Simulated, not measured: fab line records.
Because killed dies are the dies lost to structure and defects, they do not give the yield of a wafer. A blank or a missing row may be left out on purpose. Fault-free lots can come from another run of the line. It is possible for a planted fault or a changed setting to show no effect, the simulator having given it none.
fab line records ; flow nandHarc
record: lots: 11; wafers: 33; lastDay: 33
route steps=1302 shown P_ZERO_WELL@41 P_STI@88 P_GATE@187 END@1302
lots with no fault: from the same line, run without faults
startH: hours from the record's first day to the start of the lot's first wafer shown ; waitH: time in hours since the lot's previous step ; " same as the row above ; L1.1+2: several wafers, shown together as one row ; - no value, or no start given ; * or withheld: withheld ; < > ~ a bound
route shown NAME@n: NAME is a module with steps in the file, n the number in the route of the first one ; usual: the fault-free wafers' mean and standard deviation ; same: alike in all rows ; chamber/n: place in a boat ; sites: each site's reading ; _std_site: standard deviation of those values ; _edge_site: inner sites' mean taken away from outer sites' mean ; radiusMm: how far each site lies from the wafer's centre ; mask NAME#n: copy n ; behind: tool/chamber where the wafer was last shaped ; hold: why the lot went on hold/how many hours it stayed there/how the hold came to an end ; device: whichever transistor did not switch (one of n, p or np) ; end of line: tests of these same wafers at the route's end ; a step without rows: its recipe alone ; killed: count of dies lost to structure and defects at first sort (not the wafer's yield) ; map: shows each die of a wafer: x if killed, . if not, _ if none is there
set.NAME: the setting the step ran with; set.NAME@STEP: the setting that earlier step ran with ; model.NAME: the simulator's own value behind a step, which no gauge read
the route's steps for a sample of lots (tables are steps, rows are wafers)
services: a tool's chamber out of use, with start hour (startH, from the record's first day; less than 0 if before it), hours out, and reason
== steps ==
step: NHARC_P_ZERO_WELL_EXPOSE_34
recipe: na: 0.6; targetCdNm: 720; doseMj: 22.31; maskId: P_PWELL
usual: stageVelMmS: 499.99/0.28
lot.wafer;tool;chamber;startH;waitH;mask;stageVelMmS
L338.2;krfScanner-02;0;33.93;-;P_PWELL#0;500.16
L338.3;krfScanner-02;0;33.93;-;P_PWELL#0;499.99
L338.6;krfScanner-02;0;33.93;-;P_PWELL#0;500.46
L341.3;krfScanner-04;0;63.89;-;P_PWELL#0;499.69
L341.4;krfScanner-04;0;63.89;-;P_PWELL#0;500.01
L341.6;krfScanner-04;0;63.89;-;P_PWELL#0;500.15
L342.1;krfScanner-01;0;73.97;-;P_PWELL#0;500.52
L342.3;krfScanner-01;0;73.97;-;P_PWELL#0;500.26
L342.4;krfScanner-01;0;73.97;-;P_PWELL#0;500.24
L344.3;krfScanner-01;0;93.95;-;P_PWELL#0;499.83
L344.5;krfScanner-01;0;93.95;-;P_PWELL#0;499.30
L344.6;krfScanner-01;0;93.95;-;P_PWELL#0;499.90
L345.3;krfScanner-04;0;104.07;-;P_PWELL#0;499.85
L345.4;krfScanner-04;0;104.07;-;P_PWELL#0;499.85
L345.6;krfScanner-04;0;104.07;-;P_PWELL#0;499.84
L347.1;krfScanner-02;0;124.02;-;P_PWELL#0;500.48
L347.5;krfScanner-02;0;124.02;-;P_PWELL#0;499.83
L347.6;krfScanner-02;0;124.02;-;P_PWELL#0;499.97
L350.3;krfScanner-02;0;153.99;-;P_PWELL_R1#0;499.54
L350.4;krfScanner-02;0;153.99;-;P_PWELL_R1#0;499.47
L350.6;krfScanner-02;0;153.99;-;P_PWELL_R1#0;499.85
L355.2;krfScanner-01;0;204.04;-;P_PWELL#0;499.98
L355.4;krfScanner-01;0;204.04;-;P_PWELL#0;499.63
L355.5;krfScanner-01;0;204.04;-;P_PWELL#0;500.40
L358.4;krfScanner-01;0;233.99;-;P_PWELL#0;500.28
L358.5;krfScanner-01;0;233.99;-;P_PWELL#0;500.58
L358.6;krfScanner-01;0;233.99;-;P_PWELL#0;500.09
L359.1;krfScanner-02;0;244.09;-;P_PWELL#0;499.76
L359.2;krfScanner-02;0;244.09;-;P_PWELL#0;499.63
L359.4;krfScanner-02;0;244.09;-;P_PWELL#0;499.76
L360.1;krfScanner-04;0;254.07;-;P_PWELL#0;499.96
L360.3;krfScanner-04;0;254.07;-;P_PWELL#0;500.13
L360.5;krfScanner-04;0;254.07;-;P_PWELL#0;499.86
step: NHARC_P_ZERO_WELL_CD_MEAS_37
recipe: targetCdNm: 720; landingEnergyEv: 500
usual: cdNm: 719.6/1.5
lot.wafer;tool;chamber;startH;waitH;cdNm
L338.2;cdSem-03;0;34.09;-;719.9
L338.3;cdSem-03;0;34.09;-;719.6
L338.6;cdSem-03;0;34.09;-;720.1
L341.3;cdSem-01;0;64.04;-;722.8
L341.4;cdSem-01;0;64.04;-;720.4
L341.6;cdSem-01;0;64.04;-;721.9
L342.1;cdSem-02;0;74.13;-;718.5
L342.3;cdSem-02;0;74.13;-;718.9
L342.4;cdSem-02;0;74.13;-;718.4
L344.3;cdSem-03;0;94.10;-;720.0
L344.5;cdSem-03;0;94.10;-;719.6
L344.6;cdSem-03;0;94.10;-;719.0
L345.3;cdSem-02;0;104.23;-;719.6
L345.4;cdSem-02;0;104.23;-;718.8
L345.6;cdSem-02;0;104.23;-;717.7
L347.1;cdSem-02;0;124.18;-;718.2
L347.5;cdSem-02;0;124.18;-;717.2
L347.6;cdSem-02;0;124.18;-;717.4
L350.3;cdSem-03;0;154.15;-;783.6
L350.4;cdSem-03;0;154.15;-;782.3
L350.6;cdSem-03;0;154.15;-;782.2
L355.2;cdSem-01;0;204.19;-;721.6
L355.4;cdSem-01;0;204.19;-;721.6
L355.5;cdSem-01;0;204.19;-;721.4
L358.4;cdSem-02;0;234.14;-;719.6
L358.5;cdSem-02;0;234.14;-;720.1
L358.6;cdSem-02;0;234.14;-;719.2
L359.1;cdSem-03;0;244.25;-;718.4
L359.2;cdSem-03;0;244.25;-;718.7
L359.4;cdSem-03;0;244.25;-;720.0
L360.1;cdSem-02;0;254.23;-;721.4
L360.3;cdSem-02;0;254.23;-;720.5
L360.5;cdSem-02;0;254.23;-;721.9
step: NHARC_P_ZERO_WELL_DESCUM_39
recipe: timeS: 3; o2FlowSccm: 200; arFlowSccm: 0; biasPowerW: 0; chemistry: O2
usual: drypumpMotorCurrentA: 6.0/0.36; oesProductAu: 0.998/0.0088; rfVppV: 57.8/0.89; showerheadPlenumPTorr: 1.94/0.09; throttleValvePct: 11.313/0.009
same: biasPowerW: 0
lot.wafer;tool;chamber;startH;waitH;drypumpMotorCurrentA;oesProductAu;rfHoursCounterH;rfVppV;showerheadPlenumPTorr;throttleValvePct
L338.3;rieDiel-02;2;34.27;-;6.6;0.975;56;59.2;2.01;11.317
L338.2;rieDiel-02;3;34.27;-;5.8;0.984;57;56.7;1.82;11.311
L338.6;rieDiel-02;0;34.27;-;5.9;0.994;-;58.9;1.90;11.316
L341.3;rieDiel-03;0;64.20;-;5.7;1.005;36;58.2;1.90;11.332
L341.4;rieDiel-03;3;64.20;-;6.2;1.011;34;57.5;1.77;11.304
L341.6;rieDiel-03;1;64.20;-;5.6;1.002;-;58.5;2.02;11.311
L342.1;rieDiel-08;2;74.29;-;6.3;1.007;18;58.9;1.98;11.311
L342.4;rieDiel-08;3;74.29;-;6.0;1.000;20;58.1;2.07;11.317
L342.3;rieDiel-08;0;74.29;-;6.4;1.001;19;56.8;1.90;11.303
L344.3;rieDiel-03;2;94.26;-;6.4;1.002;47;57.3;1.87;11.324
L344.5;rieDiel-03;2;94.26;-;6.4;1.006;-;57.5;1.87;11.317
L344.6;rieDiel-03;3;94.26;-;6.2;1.002;-;57.9;1.77;11.317
L345.4;rieDiel-02;1;104.38;-;5.4;0.974;19;58.7;2.07;11.314
L345.3;rieDiel-02;3;104.38;-;5.8;0.978;15;58.2;1.81;11.304
L345.6;rieDiel-02;2;104.38;-;6.6;0.987;-;58.7;2.00;11.321
L347.1;rieDiel-08;0;124.37;-;6.4;1.005;33;58.1;1.90;11.306
L347.5;rieDiel-08;2;124.37;-;6.2;1.006;-;57.3;1.97;11.313
L347.6;rieDiel-08;3;124.37;-;6.1;0.993;-;58.3;2.06;11.310
L350.4;rieDiel-03;1;154.31;-;5.6;1.001;17;58.4;2.01;11.309
L350.3;rieDiel-03;2;154.31;-;6.5;1.007;13;57.9;1.86;11.308
L350.6;rieDiel-03;0;154.31;-;5.7;0.997;-;58.0;1.89;11.302
L355.4;rieDiel-08;3;204.35;-;6.1;1.009;1;59.1;2.06;11.324
L355.2;rieDiel-08;1;204.35;-;5.7;1.005;1;57.2;1.88;11.311
L355.5;rieDiel-08;0;204.35;-;6.4;1.002;-;57.2;1.89;11.309
L358.4;rieDiel-03;1;234.31;-;5.6;1.001;38;57.9;2.00;11.318
L358.5;rieDiel-03;0;234.31;-;5.7;1.009;-;57.4;1.88;11.317
L358.6;rieDiel-03;1;234.31;-;5.6;1.000;-;58.0;2.00;11.317
L359.1;rieDiel-02;3;244.41;-;5.8;0.996;5;56.8;1.80;11.320
L359.2;rieDiel-02;0;244.41;-;5.9;1.003;7;58.1;1.88;11.320
L359.4;rieDiel-02;1;244.41;-;5.4;1.002;7;60.0;2.06;11.322
L360.3;rieDiel-03;0;254.39;-;5.7;0.999;53;57.7;1.88;11.304
L360.1;rieDiel-03;2;254.39;-;6.5;0.984;45;57.2;1.85;11.291
L360.5;rieDiel-03;1;254.39;-;5.6;1.000;-;58.6;2.00;11.322
step: NHARC_P_STI_ETCH_42
recipe: targetDepthA: 800; overetchA: 240; timeS: 61; ionEnergyEv: 200; n2FlowSccm: 150; h2FlowSccm: 150; arFlowSccm: 0; rfW: 400; biasW: 150; chemistry: N2/H2
usual: drypumpMotorCurrentA: 5.57/0.3; oesProductAu: 1.001/0.0071; rfFwdPowerW: 395.8/1.5; rfVppV: 431.9/2.8; showerheadPlenumPTorr: 2.09/0.1; throttleValvePct: 14.171/0.0084
lot.wafer;tool;chamber;startH;waitH;drypumpMotorCurrentA;oesProductAu;rfFwdPowerW;rfHoursCounterH;rfVppV;showerheadPlenumPTorr;throttleValvePct
L338.2;rieDiel-13;1;55.97;0.1;6.05;1.003;396.3;3;435.8;2.21;14.170
L338.3;rieDiel-13;2;55.97;0.1;4.97;1.009;396.3;3;430.2;2.02;14.160
L338.6;rieDiel-13;2;55.97;0.1;4.94;1.009;395.4;-;430.6;2.02;14.165
L341.4;rieDiel-10;3;83.26;0.1;5.37;1.000;395.1;0;428.6;1.97;14.176
L341.3;rieDiel-10;2;83.26;0.1;5.55;1.007;395.9;0;434.0;2.20;14.155
L341.6;rieDiel-10;3;83.26;0.1;5.34;0.997;393.2;-;428.3;1.97;14.166
L342.4;rieDiel-10;1;94.62;0.1;5.70;0.998;394.5;1;429.4;2.03;14.176
L342.1;rieDiel-10;2;94.62;0.1;5.59;1.001;395.2;1;437.2;2.20;14.171
L342.3;rieDiel-10;0;94.62;0.1;5.66;0.994;395.2;1;433.0;2.14;14.166
L344.3;rieDiel-10;3;114.85;0.1;5.34;1.008;396.1;3;428.7;1.97;14.181
L344.5;rieDiel-10;1;114.85;0.1;5.71;1.000;394.5;-;429.7;2.03;14.161
L344.6;rieDiel-10;2;114.85;0.1;5.53;1.018;398.5;-;435.0;2.20;14.170
L345.3;rieDiel-13;0;122.54;0.1;6.04;0.985;394.2;5;431.4;2.05;14.170
L345.4;rieDiel-13;2;122.54;0.1;4.91;0.997;396.0;5;429.7;2.02;14.180
L345.6;rieDiel-13;0;122.54;0.1;6.05;0.993;397.2;-;430.3;2.05;14.168
L347.1;rieDiel-10;2;148.79;0.1;5.54;1.010;397.2;6;435.0;2.20;14.174
L347.5;rieDiel-10;3;148.79;0.1;5.33;1.005;393.6;-;429.0;1.97;14.168
L347.6;rieDiel-10;0;148.79;0.1;5.62;1.008;395.4;-;433.6;2.14;14.162
L350.3;rieDiel-10;1;173.14;0.1;5.69;0.997;393.2;8;430.7;2.03;14.172
L350.4;rieDiel-10;2;173.14;0.1;5.57;1.000;394.1;8;434.1;2.19;14.174
L350.6;rieDiel-10;0;173.14;0.1;5.63;1.003;396.7;-;432.1;2.14;14.187
L355.4;rieDiel-13;2;223.44;0.1;4.93;1.003;395.6;3;430.7;2.01;14.159
L355.2;rieDiel-13;3;223.44;0.1;5.04;0.999;396.0;3;435.0;2.21;14.158
L355.5;rieDiel-13;1;223.44;0.1;6.07;1.000;397.5;-;434.1;2.21;14.169
L358.4;rieDiel-10;3;252.51;0.1;5.32;1.011;393.7;-;427.1;1.97;14.164
L358.5;rieDiel-10;0;252.51;0.1;5.62;1.008;395.6;-;435.0;2.14;14.167
L358.6;rieDiel-10;2;252.51;0.1;5.53;1.008;397.3;-;435.2;2.19;14.193
L359.2;rieDiel-13;2;265.07;0.1;4.93;1.004;396.1;4;431.4;2.01;14.168
L359.1;rieDiel-13;3;265.07;0.1;5.02;0.998;395.9;4;434.3;2.21;14.184
L359.4;rieDiel-13;0;265.07;0.1;6.06;0.989;395.9;4;430.5;2.05;14.185
L360.3;rieDiel-10;0;274.46;0.1;5.64;0.997;397.9;3;432.0;2.14;14.175
L360.1;rieDiel-10;2;274.46;0.1;5.55;0.993;397.2;3;434.4;2.19;14.173
L360.5;rieDiel-10;0;274.46;0.1;5.68;1.005;395.9;-;435.4;2.14;14.177
step: NHARC_P_GATE_DESCUM_61
recipe: timeS: 3; o2FlowSccm: 200; arFlowSccm: 0; biasPowerW: 0; chemistry: O2
usual: drypumpMotorCurrentA: 5.9/0.52; oesProductAu: 1.002/0.0071; rfVppV: 58.0/0.82; showerheadPlenumPTorr: 1.96/0.082; throttleValvePct: 11.311/0.0094
same: biasPowerW: 0
lot.wafer;tool;chamber;startH;waitH;drypumpMotorCurrentA;oesProductAu;rfHoursCounterH;rfVppV;showerheadPlenumPTorr;throttleValvePct
L338.3;rieDiel-01;0;118.61;-;5.0;1.002;4;58.4;2.03;11.311
L338.2;rieDiel-01;2;118.61;-;5.3;1.018;5;57.7;1.90;11.309
L338.6;rieDiel-01;3;118.61;-;6.5;1.002;-;57.4;1.91;11.305
L341.4;rieDiel-12;1;145.21;-;5.4;1.001;3;58.1;1.91;11.303
L341.3;rieDiel-12;2;145.21;-;5.7;1.013;3;57.0;1.95;11.312
L341.6;rieDiel-12;1;145.21;-;5.4;1.006;-;59.0;1.91;11.302
L342.1;rieDiel-09;2;159.13;-;6.1;1.008;0;56.4;1.92;11.305
L342.4;rieDiel-09;3;159.13;-;6.2;0.997;0;57.3;2.03;11.312
L342.3;rieDiel-09;0;159.13;-;5.7;1.007;0;57.5;2.06;11.315
L344.3;rieDiel-01;2;192.40;-;5.3;1.009;9;58.0;1.90;11.317
L344.6;rieDiel-01;0;192.40;-;5.0;0.999;-;58.8;2.03;11.310
L344.5;rieDiel-01;1;192.40;-;5.4;0.993;-;58.9;2.05;11.327
L345.3;rieDiel-09;2;201.29;-;6.1;0.995;3;58.2;1.92;11.303
L345.4;rieDiel-09;3;201.29;-;6.2;0.993;2;59.4;2.03;11.286
L345.6;rieDiel-09;0;201.29;-;5.7;0.992;-;58.5;2.06;11.300
L347.1;rieDiel-09;0;221.90;-;5.7;0.992;6;57.4;2.06;11.307
L347.6;rieDiel-09;2;221.90;-;6.1;0.993;-;57.9;1.92;11.322
L347.5;rieDiel-09;3;221.90;-;6.2;0.990;-;59.0;2.03;11.314
L350.3;rieDiel-09;3;238.35;-;6.3;1.006;6;58.8;2.03;11.286
L350.4;rieDiel-09;0;238.35;-;5.7;0.997;6;58.8;2.06;11.315
L350.6;rieDiel-09;2;238.35;-;6.2;0.996;-;57.9;1.92;11.304
L355.4;rieDiel-01;3;286.90;-;6.5;0.999;5;57.8;1.91;11.310
L355.2;rieDiel-01;0;286.90;-;5.0;1.001;5;57.6;2.02;11.321
L355.5;rieDiel-01;2;286.90;-;5.3;1.004;-;57.6;1.90;11.308
L358.4;rieDiel-09;0;317.84;-;5.7;0.993;10;57.7;2.06;11.319
L358.5;rieDiel-09;3;317.84;-;6.3;1.005;-;58.1;2.03;11.304
L358.6;rieDiel-09;0;317.84;-;5.7;1.006;-;58.7;2.06;11.310
L359.2;rieDiel-09;1;330.62;-;6.7;1.001;0;57.7;1.84;11.320
L359.1;rieDiel-09;2;330.62;-;6.2;0.987;0;58.5;1.92;11.326
L359.4;rieDiel-09;0;330.62;-;5.7;0.988;-;57.5;2.06;11.315
L360.3;rieDiel-09;0;340.45;-;5.7;0.997;0;58.4;2.06;11.315
L360.1;rieDiel-09;1;340.45;-;6.6;1.010;0;58.4;1.84;11.315
L360.5;rieDiel-09;2;340.45;-;6.1;0.999;-;57.0;1.92;11.309
step: NHARC_END_SORT_01
recipe: tempC: 25
usual: killedAtArray: 59/19; killedAtOther: 0.6/0.85; killedAtPeriphery: 3.8/2.5; killedDies: 64/19; killedOpen: 3.3/1.8; killedShort: 2.2/1.6
same: grossDies: 677
lot.wafer;tool;chamber;startH;waitH;killedAtArray;killedAtOther;killedAtPeriphery;killedDies;killedOpen;killedShort
L350.3;prober-02;0;700.93;5.5;84;0;4;88;4;1
L350.4;prober-02;0;701.73;5.8;76;0;3;79;5;2
killed by level:class
L350.3 A_CHANNEL_HOLE_D1:chamberFilmFlake=32 A_SLIT:chamberFilmFlake=29 A_CHANNEL_HOLE_D2:chamberFilmFlake=12 A_CONTACT:chamberFilmFlake=4 A_CHANNEL_FILL_D2:geometricParticle:open=2 A_WL_FILL:chamberFilmFlake=2 P_CONTACT:geometricParticle:open=1 A_ONON_D1:geometricParticle:open=1
L350.4 A_CHANNEL_HOLE_D1:chamberFilmFlake=26 A_SLIT:chamberFilmFlake=24 A_CHANNEL_HOLE_D2:chamberFilmFlake=11 A_CONTACT:chamberFilmFlake=5 A_ONON_D1:geometricParticle:short=2 A_CHANNEL_FILL_D1:geometricParticle:open=2 A_BONDPAD:chamberFilmFlake=2 A_DECK1_JOINT:geometricParticle:open=1
== services ==
tool;chamber;startH;hours;kind
rieDiel-13;0;14.43;2.7;repair
rieDiel-13;-;19.21;0.1;repair
rieDiel-10;0;41.77;1.4;repair
rieDiel-10;-;58.42;0.7;repair
rieDiel-10;-;65.76;9.0;pm
rieDiel-03;-;104.30;9.0;pm
rieDiel-10;0;115.10;10.8;repair
rieDiel-09;-;136.42;0.7;repair
rieDiel-09;-;143.10;9.0;pm
rieDiel-10;-;168.35;0.1;repair
rieDiel-09;3;177.86;1.3;repair
rieDiel-10;-;194.77;0.6;repair
rieDiel-03;1;195.82;15.9;repair
rieDiel-03;3;197.77;4.1;repair
rieDiel-09;0;202.43;7.9;repair
rieDiel-10;-;242.76;9.0;pm
rieDiel-03;0;244.83;3.6;repair
rieDiel-03;0;279.80;36.7;repair
rieDiel-03;-;282.06;9.0;pm
rieDiel-09;1;285.79;15.3;repair
rieDiel-03;3;312.32;4.8;repair
rieDiel-09;-;316.92;0.6;repair
rieDiel-09;-;320.10;9.0;pm
rieDiel-09;3;329.61;22.1;repair
== key ==
firstSign: step: NHARC_P_ZERO_WELL_EXPOSE_34; reading: mask; direction: changed
effect: step: NHARC_P_ZERO_WELL_CD_MEAS_37; reading: cdNm; direction: up; sigmas: 43; usual: 719.6; struck: 782.7
metAt NHARC_P_ZERO_WELL_EXPOSE_34
struckLots L350
testerLeftOut L350
notActingAt NHARC_P_ZERO_WELL_DESCUM_39,NHARC_P_STI_ETCH_42,NHARC_P_GATE_DESCUM_61
onsetBetween 124.02 153.99
fault: kind: wrongMask; tool: any; chamber: -; onsetH: 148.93; steps: NHARC_P_ZERO_WELL_EXPOSE_34; auxCopy: P_PWELL_R1#0; cdOffsetNm: 59.9; scope: struckLotsOnly
testerLeftOut: of these lots the tester's yield and bins aren't shown, on N5 and GAA mostly nor the transistor test; their killed dies are dies lost to structure and defects alone, not to doping, threshold or leakage, so they don't give the yield
